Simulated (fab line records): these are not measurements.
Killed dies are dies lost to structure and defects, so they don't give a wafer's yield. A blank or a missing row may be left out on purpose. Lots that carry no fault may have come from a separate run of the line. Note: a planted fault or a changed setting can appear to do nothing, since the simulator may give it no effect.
fab line records | flow n5Finfet
record lots=11 wafers=31 lastDay=19
route steps=1938 shown BEOL_M11@1558 PASSIVATION@1936
lots that met no fault: from a run of the same line without faults
startH: the number of hours between the record's first day and the start of the first shown wafer of the lot | waitH: time in hours since the lot's previous step | " same as the row above | L1.1+2: a single row standing in for several wafers | - no value, or no start was given | * or withheld: withheld | < > ~ a bound
route shown NAME@n: NAME is a module with steps in the file, n the number in the route of the first one | usual: mean and standard deviation over wafers with no fault | same: alike in all rows | chamber/n: place in a boat | sites: each site's reading | _std_site: the values' standard deviation | _edge_site: outer sites' mean less inner sites' | radiusMm: how far each site lies from the wafer's centre | mask NAME#n: copy n | behind: the last tool/chamber to shape the wafer | hold: what put the lot on hold/how long, in hours/how the hold closed | device: whichever transistor did not switch (one of n, p or np) | end of line: the same wafers' tests at the end of the route | a step without rows: its recipe alone | killed: not the wafer's yield, but the dies lost to structure and defects at the first sort | map: shows each die of a wafer: x if killed, . if not, _ if none is there
set.NAME: the setting that was run; set.NAME@STEP: the one run at that earlier step | model.NAME: the simulator's own value behind a step, which no gauge read
the route's steps for a sample of lots (tables are steps, rows are wafers)
services: the hour from which a tool's chamber was out of use, counted from the record's first day as startH (under 0 if before that day), plus the number of hours and why
## steps
# step N5_BEOL_M11_STRIP_19
# recipe chemistry=O2 powerW=400 tempC=40 pressureMtorr=30 rfFrequencyHz=6e+07 biasPowerW=0 overashFraction=0.2 o2FlowSccm=225
# usual drypumpMotorCurrentA=5.5/0.51 oesProductAu=0.79/0.071 rfVppV=3.6/0.6 showerheadPlenumPTorr=2.11/0.054 throttleValvePct=16.70/0.24
# columns lot.wafer tool chamber startH waitH drypumpMotorCurrentA oesProductAu rfHoursCounterH rfVppV showerheadPlenumPTorr throttleValvePct
L672.1 rieDiel-04 3 226.62 0.1 5.3 0.82 66 3.5 2.15 16.71
L672.3 " 1 " " 6.1 0.74 180 4.0 2.19 16.72
L673.1 rieDiel-02 1 229.27 0.1 5.7 0.78 156 3.2 2.09 16.62
L673.2 " 3 " " 5.0 0.74 183 3.1 2.18 16.56
L673.5 " 0 " " 5.3 0.71 - 3.6 2.08 16.96
L674.1 rieDiel-04 3 235.95 0.1 5.3 0.82 69 4.1 2.15 16.75
L674.2 " 0 " " 5.1 0.78 109 3.3 2.10 16.60
L674.5 " 2 " " 5.0 0.82 - 3.8 2.03 16.77
L677.2 rieDiel-06 2 247.56 0.1 5.8 0.73 182 3.5 2.10 17.06
L677.3 " 3 " " 6.3 0.91 24 2.7 2.04 16.43
L677.6 " 2 " " 5.8 0.73 - 4.0 2.10 17.07
L679.2 rieDiel-04 3 260.45 0.2 5.4 0.81 77 3.2 2.15 16.76
L679.5 " 1 " " 6.1 0.73 - 3.1 2.19 16.74
L679.6 " 0 " " 5.1 0.77 - 3.5 2.10 16.63
L685.4 rieDiel-06 0 307.93 0.1 4.8 0.91 - 3.7 2.05 16.08
L685.5 " 3 " " 6.2 0.88 - 2.7 2.04 16.47
L685.6 " 2 " " 5.8 0.72 - 3.1 2.09 17.10
L686.1 rieDiel-06 3 319.63 0.2 6.2 0.87 46 5.3 2.04 16.46
L686.3 " 2 " " 5.8 0.71 203 3.4 2.09 17.09
L686.5 " 1 " " 5.6 0.72 - 2.8 2.17 16.95
L689.2 rieDiel-02 1 324.87 0.2 5.7 0.75 182 3.6 2.08 16.65
L689.4 " 3 " " 4.9 0.71 210 2.9 2.17 16.65
L691.3 rieDiel-04 3 373.28 0.1 5.3 0.78 107 3.7 2.13 16.78
L691.5 " 2 " " 5.0 0.79 - 3.4 2.02 16.88
L691.6 " 3 " " 5.3 0.78 - 3.0 2.13 16.78
L695.1 rieDiel-02 2 406.71 0.1 6.4 0.85 70 3.4 2.13 16.68
L695.3 " 1 " " 5.7 0.74 202 3.3 2.07 16.71
L695.6 " 0 " " 5.3 0.96 - 2.9 2.06 16.56
L693.2 rieDiel-02 1 419.48 0.1 5.7 0.72 207 4.5 2.07 16.70
L693.3 " 3 " " 4.9 0.69 235 3.5 2.16 16.70
L693.6 " 2 " " 6.4 0.82 - 3.9 2.13 16.69
# step N5_BEOL_M11_CD_MEAS_18
# recipe pitchNm=140 targetCdNm=70
# usual cdNm=70.1/0.55
# columns lot.wafer tool chamber startH waitH cdNm
L672.1 cdSem-02 - 226.69 0.1 70.1
L672.3 " - " " 70.3
L673.1 cdSem-02 - 229.34 0.0 70.2
L673.2 " - " " 70.1
L673.5 " - " " 70.7
L674.1 cdSem-02 - 236.02 0.0 69.5
L674.2 " - " " 69.4
L674.5 " - " " 69.6
L677.2 cdSem-03 - 247.63 0.1 69.7
L677.3 " - " " 70.4
L677.6 " - " " 69.7
L679.2 cdSem-01 - 260.52 0.1 70.3
L679.5 " - " " 70.3
L679.6 " - " " 70.8
L685.4 cdSem-01 - 307.99 0.0 69.2
L685.5 " - " " 69.8
L685.6 " - " " 69.3
L686.1 cdSem-03 - 319.70 0.0 70.2
L686.3 " - " " 69.6
L686.5 " - " " 69.8
L689.2 cdSem-03 - 324.94 0.1 70.0
L689.4 " - " " 70.5
L691.3 cdSem-03 - 373.36 0.1 69.2
L691.5 " - " " 69.6
L691.6 " - " " 69.5
L695.1 cdSem-01 - 406.78 0.0 70.3
L695.3 " - " " 70.6
L695.6 " - " " 70.9
L693.2 cdSem-01 - 419.55 0.1 69.9
L693.3 " - " " 69.8
L693.6 " - " " 71.6
# step N5_BEOL_M11_DESCUM_33
# recipe chemistry=O2 timeS=7.9 sourcePowerW=50 biasPowerW=20 pressureMtorr=20 rfFrequencyHz=2.712e+07 tempC=40 resist=CAR-ArF o2FlowSccm=225
# usual drypumpMotorCurrentA=5.5/0.48 oesProductAu=0.77/0.069 rfVppV=243.2/1.1 showerheadPlenumPTorr=2.10/0.054 throttleValvePct=20.50/0.2
# columns lot.wafer tool chamber startH waitH drypumpMotorCurrentA oesProductAu rfHoursCounterH rfVppV showerheadPlenumPTorr throttleValvePct
L672.1 rieDiel-06 3 227.20 0.0 6.2 0.93 17 242.8 2.04 20.25
L672.3 " 0 " " 4.9 0.69 244 243.6 2.05 20.17
L673.1 rieDiel-06 1 230.77 0.1 5.5 0.74 189 243.7 2.17 20.67
L673.2 " 0 " " 4.9 0.68 245 242.5 2.05 20.15
L673.5 " 2 " " 5.8 0.74 - 243.7 2.10 20.85
L674.1 rieDiel-06 0 236.52 0.0 4.9 0.68 247 242.4 2.05 20.18
L674.2 " 2 " " 5.8 0.74 178 243.5 2.10 20.86
L674.5 " 2 " " 5.8 0.74 - 242.9 2.10 20.84
L677.2 rieDiel-06 3 249.67 0.1 6.3 0.90 25 243.2 2.04 20.24
L677.3 " 2 " " 5.8 0.74 183 242.4 2.10 20.86
L677.6 " 2 " " 5.8 0.74 - 242.9 2.10 20.85
L679.2 rieDiel-06 2 264.03 0.0 5.8 0.73 188 242.5 2.09 20.87
L679.5 " 2 " " 5.8 0.73 - 242.9 2.10 20.86
L679.6 " 3 " " 6.3 0.90 - 242.7 2.04 20.26
L685.4 rieDiel-04 1 309.73 0.0 6.1 0.71 206 244.0 2.18 20.49
L685.5 " 3 " " 5.3 0.80 - 244.4 2.14 20.56
L685.6 " 0 " " 5.1 0.76 - 242.9 2.09 20.39
L686.1 rieDiel-02 1 323.63 0.0 5.8 0.75 182 243.2 2.08 20.40
L686.3 " 3 " " 5.0 0.72 209 245.4 2.17 20.39
L686.5 " 0 " " 5.3 0.69 - 242.2 2.06 20.74
L689.2 rieDiel-02 1 329.22 0.0 5.7 0.74 184 243.3 2.08 20.41
L689.4 " 2 " " 6.4 0.86 51 243.0 2.14 20.46
L691.3 rieDiel-04 2 378.23 0.0 5.0 0.78 130 242.5 2.02 20.60
L691.5 " 3 " " 5.3 0.77 - 244.0 2.13 20.58
L691.6 " 2 " " 5.0 0.80 - 242.9 2.02 20.60
L695.1 rieDiel-04 2 410.44 0.9 5.0 0.79 138 241.8 2.01 20.61
L695.3 " 2 " " 4.9 0.78 - 242.4 2.01 20.63
L695.6 " 2 " " 5.0 0.77 - 241.2 2.01 20.63
L693.2 rieDiel-02 1 420.21 0.0 5.7 0.72 207 242.7 2.07 20.43
L693.3 " 2 " " 6.4 0.83 75 244.0 2.13 20.50
L693.6 " 0 " " 5.3 0.94 - 242.5 2.06 20.32
# step N5_BEOL_M11_ETCH_41
# recipe chemistry=CH3F/O2 target=SiCN targetDepthA=426 taperDeg=2 timeS=86 ionEnergyEv=120 maskMaterial=TiN pressureMtorr=30 sourceW=395 biasW=75 Ar_flow_sccm=150 CH3F_flow_sccm=30 O2_flow_sccm=20
# usual drypumpMotorCurrentA=5.5/0.48 mfcArSccm=150.0/0.43 oesProductAu=0.77/0.068 rfVppV=297.4/1.3 runLengthS=109.4/0.45 showerheadPlenumPTorr=2.01/0.05 throttleValvePct=16.38/0.16
# columns lot.wafer tool chamber startH waitH drypumpMotorCurrentA mfcArSccm oesProductAu rfHoursCounterH rfVppV runLengthS showerheadPlenumPTorr throttleValvePct
L672.1 rieDiel-06 3 227.55 - 6.3 149.5 0.91 18 298.5 109.6 1.96 16.13
L672.3 " 0 " " 4.9 150.1 0.68 244 295.7 108.8 1.98 16.22
L673.1 rieDiel-06 1 231.13 - 5.5 149.8 0.74 189 299.3 109.3 2.07 16.56
L673.2 " 0 " " 4.9 150.4 0.68 245 296.1 108.7 1.98 16.25
L673.5 " 2 " " 5.8 150.0 0.74 - 297.0 108.7 1.98 16.57
L674.1 rieDiel-06 0 236.87 - 4.8 149.8 0.67 247 296.8 109.0 1.98 16.24
L674.2 " 2 " " 5.8 149.5 0.73 178 297.8 108.8 1.98 16.57
L674.5 " 2 " " 5.8 150.2 0.73 - 297.8 109.0 1.98 16.57
L677.2 rieDiel-06 3 250.02 - 6.3 149.8 0.89 25 293.5 133.9 1.96 16.13
L677.3 " 2 " " 5.8 149.8 0.73 183 297.1 108.8 1.98 16.57
L677.6 " 2 " " 5.8 149.6 0.73 - 295.9 108.8 1.98 16.59
L679.2 rieDiel-06 2 264.38 - 5.8 150.0 0.74 188 298.2 133.2 1.98 16.60
L679.5 " 2 " " 5.8 150.1 0.74 - 298.0 133.6 1.98 16.60
L679.6 " 3 " " 6.2 150.6 0.89 - 296.1 109.2 1.96 16.15
L685.4 rieDiel-04 1 310.09 - 6.1 151.0 0.72 206 298.6 110.3 2.07 16.35
L685.5 " 3 " " 5.3 150.0 0.79 - 297.5 108.9 2.03 16.36
L685.6 " 0 " " 5.1 149.4 0.76 - 297.7 109.6 2.00 16.35
L686.1 rieDiel-02 1 323.99 - 5.7 150.3 0.75 182 297.6 109.9 1.98 16.28
L686.3 " 3 " " 4.9 150.8 0.71 209 298.0 109.1 2.08 16.32
L686.5 " 0 " " 5.3 150.1 0.68 - 296.2 110.0 1.96 16.58
L689.2 rieDiel-02 1 329.57 - 5.7 149.5 0.75 184 298.2 108.9 1.98 16.27
L689.4 " 2 " " 6.4 149.5 0.86 51 297.8 109.1 2.05 16.34
L691.3 rieDiel-04 2 378.59 - 5.0 150.6 0.80 130 296.0 109.1 1.93 16.49
L691.5 " 3 " " 5.3 150.0 0.77 - 297.9 109.3 2.03 16.37
L691.6 " 2 " " 5.0 150.5 0.81 - 294.8 109.4 1.93 16.50
L695.1 rieDiel-04 2 410.97 - 5.0 150.5 0.79 139 294.9 109.0 1.93 16.52
L695.3 " 2 " " 5.0 150.5 0.79 - 294.9 109.3 1.93 16.53
L695.6 " 2 " " 5.0 149.8 0.79 - 295.7 109.5 1.92 16.51
L693.2 rieDiel-02 1 420.56 - 5.7 149.8 0.74 207 297.2 109.2 1.97 16.31
L693.3 " 2 " " 6.4 150.2 0.83 75 298.0 108.8 2.04 16.40
L693.6 " 0 " " 5.3 150.1 0.93 - 295.8 110.0 1.96 16.12
# step N5_PASSIVATION_PROBE_49
# usual defectLimitedYield=91.3/1.7 killed_at_M0_to_M3=33/9.9 killed_at_M4_up=14/6.4 killedAtContacts=12/7 killedAtFrontEnd=41/13 killedAtOther=3.1/2.9 killedDies=103/20 killedOnRim=13/4 killedOpen=67/14 killedShort=34/9.4 sort_bin_4_leakage=0.03/0.24 sort_bin_5_function=5.1/1.1 sort_bin_6_memory=3.2/0.79 sort_bin_8_speed=0.02/0.15 sortNPass=1077/21 sortYieldPct=91.2/1.7
# same grossDies=1180 killedAtBackSide=0
# columns lot.wafer tool chamber startH waitH defectLimitedYield[%] killed_at_M0_to_M3 killed_at_M4_up killedAtContacts killedAtFrontEnd killedAtOther killedDies killedOnRim killedOpen killedShort sort_bin_4_leakage[%] sort_bin_5_function[%] sort_bin_6_memory[%] sort_bin_8_speed[%] sortNPass sortYieldPct[%]
L679.2 prober-02 - 302.92 0.1 92.8 38 7 3 36 1 85 7 50 34 0 3.7 3.1 0 1095 92.8
L679.5 prober-02 - 303.07 0.2 91.3 33 14 5 50 1 103 20 67 36 0 5.2 3.2 0 1077 91.3
L679.6 prober-02 - 303.12 0.3 92.2 26 13 15 36 2 92 8 53 37 0 4.2 3.3 0 1088 92.2
L686.1 prober-01 - 362.88 0.0 89.7 39 8 26 44 5 122 10 71 51 0 5.1 4.8 0 1058 89.7
L686.3 prober-01 - 362.98 0.1 89.7 48 12 7 53 2 122 15 77 44 0 4.7 4.9 0 1058 89.7
L686.5 prober-01 - 363.08 0.2 87.9 53 14 29 43 4 143 18 91 49 0 6.9 5.0 0 1037 87.9
L689.2 prober-02 - 378.25 0.1 91.5 34 14 16 34 2 100 13 70 28 0 4.7 3.6 0 1080 91.5
L689.4 prober-02 - 378.35 0.2 90.6 34 16 7 44 10 111 14 69 38 0 5.0 3.9 0 1069 90.6
L691.3 prober-02 - 421.18 0.1 93.9 27 14 3 23 5 72 12 48 22 0 3.8 2.0 0 1108 93.9
L691.6 prober-02 - 421.33 0.3 90.9 40 20 6 40 1 107 12 60 47 0 6.1 2.8 0 1073 90.9
# killed by level:class
L679.2 FIN_SAQP:geometricParticle:short=12 BEOL_M1:geometricParticle:open=10 BEOL_M3:geometricParticle:open=8 FIN_SAQP:geometricParticle:open=6 STI_FIN_REVEAL:geometricParticle:open=6 BEOL_M0_SAQP:geometricParticle:short=5 BEOL_M0_SAQP:geometricParticle:open=4 MOL_CONTACT_COAG:geometricParticle:open=3
L679.5 FIN_SAQP:geometricParticle:short=17 FIN_SAQP:geometricParticle:open=11 BEOL_M1:geometricParticle:open=10 BEOL_M2:geometricParticle:open=7 BEOL_M3:geometricParticle:open=6 STI_FIN_REVEAL:geometricParticle:open=5 BEOL_M4:geometricParticle:open=4 STARTING-WAFER:geometricParticle:open=4
L679.6 FIN_SAQP:geometricParticle:short=14 MOL_CONTACT_COAG:geometricParticle:open=12 BEOL_M3:geometricParticle:open=6 BEOL_M2:geometricParticle:open=6 BEOL_M6:geometricParticle:open=6 STI_FIN_REVEAL:geometricParticle:open=4 BEOL_M1:geometricParticle:open=4 BEOL_M0_SAQP:geometricParticle:short=3
L686.1 MOL_CONTACT_COAG:geometricParticle:open=19 BEOL_M0_SAQP:geometricParticle:short=14 FIN_SAQP:geometricParticle:short=9 STI_FIN_REVEAL:geometricParticle:open=8 BEOL_M0_SAQP:geometricParticle:open=8 FIN_SAQP:geometricParticle:open=7 MOL_CONTACT_COAG:geometricParticle:short=7 BEOL_M3:geometricParticle:open=6
L686.3 BEOL_M3:geometricParticle:open=16 FIN_SAQP:geometricParticle:short=15 STI_FIN_REVEAL:geometricParticle:open=11 FIN_SAQP:geometricParticle:open=9 GATE_CUT:geometricParticle:short=9 BEOL_M0_SAQP:geometricParticle:short=8 BEOL_M4:geometricParticle:open=8 MOL_CONTACT_COAG:geometricParticle:open=7
L686.5 MOL_CONTACT_COAG:geometricParticle:open=24 BEOL_M3:geometricParticle:open=12 BEOL_M2:geometricParticle:open=11 FIN_SAQP:geometricParticle:open=10 FIN_SAQP:geometricParticle:short=9 STI_FIN_REVEAL:geometricParticle:open=9 GATE_CUT:geometricParticle:short=7 BEOL_M0_SAQP:geometricParticle:short=7
L689.2 MOL_CONTACT_COAG:geometricParticle:open=14 BEOL_M3:geometricParticle:open=9 STI_FIN_REVEAL:geometricParticle:open=9 BEOL_M0_SAQP:geometricParticle:short=7 BEOL_M0_SAQP:geometricParticle:open=6 BEOL_M4:geometricParticle:open=6 FIN_SAQP:geometricParticle:open=5 FIN_SAQP:geometricParticle:short=4
L689.4 FIN_SAQP:geometricParticle:short=15 BEOL_M0_SAQP:geometricParticle:open=10 FIN_SAQP:geometricParticle:open=7 STI_FIN_REVEAL:geometricParticle:open=7 MOL_CONTACT_COAG:geometricParticle:open=7 BEOL_M0_SAQP:geometricParticle:short=7 BEOL_M4:geometricParticle:open=7 BEOL_M3:geometricParticle:open=6
L691.3 BEOL_M3:geometricParticle:open=9 BEOL_M4:geometricParticle:open=7 FIN_SAQP:geometricParticle:short=6 BEOL_M2:geometricParticle:open=5 DUMMY_GATE:geometricParticle:open=4 BEOL_M0:geometricParticle:open=4 BEOL_M1:geometricParticle:open=4 MOL_CONTACT_COAG:geometricParticle:open=3
L691.6 GATE_CUT:geometricParticle:short=13 BEOL_M0_SAQP:geometricParticle:short=8 BEOL_M2:geometricParticle:open=8 BEOL_M4:geometricParticle:open=7 BEOL_M3:geometricParticle:open=7 BEOL_M1:geometricParticle:open=6 BEOL_M3:geometricParticle:short=6 FIN_SAQP:geometricParticle:open=5
## services
# columns tool chamber startH hours kind
rieDiel-06 3 235.37 2.3 repair
rieDiel-06 0 244.91 - clean
rieDiel-06 0 244.91 - consumableReplace:focusRing
rieDiel-06 0 244.91 17.9 scheduledDown
rieDiel-06 0 244.91 17.9 ventCycle
rieDiel-06 1 295.74 3.9 repair
rieDiel-06 1 303.97 8.4 repair
rieDiel-06 0 337.93 3.2 repair
rieDiel-04 3 342.35 3.4 repair
rieDiel-02 0 344.87 - clean
rieDiel-02 0 344.87 - consumableReplace:focusRing
rieDiel-02 0 344.87 15.9 scheduledDown
rieDiel-02 0 344.87 15.9 ventCycle
rieDiel-02 3 347.28 2.8 repair
rieDiel-04 0 359.94 1.7 repair
rieDiel-04 3 395.94 23.0 repair
rieDiel-04 - 403.75 0.9 repair
rieDiel-04 0 409.11 3.8 repair
rieDiel-04 - 413.19 2.8 pm
## key
firstSign step=N5_BEOL_M11_ETCH_41 reading=runLengthS direction=up sigmas=54 usual=* struck=*
effect none on later readings
metAt N5_BEOL_M11_ETCH_41
struckLots L677,L679
struckWafers L677.2,L679.2,L679.5
notActingAt N5_BEOL_M11_STRIP_19,N5_BEOL_M11_CD_MEAS_18,N5_BEOL_M11_DESCUM_33
onsetBetween 236.87 250.02
fault kind=processParameterDrift tool=rieDiel-06 chamber=- onsetH=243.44 steps=N5_BEOL_M11_ETCH_41 channel=timeS offset=* shape=step endH=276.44 scope=struckWafersOnly actsIn=* stated=*
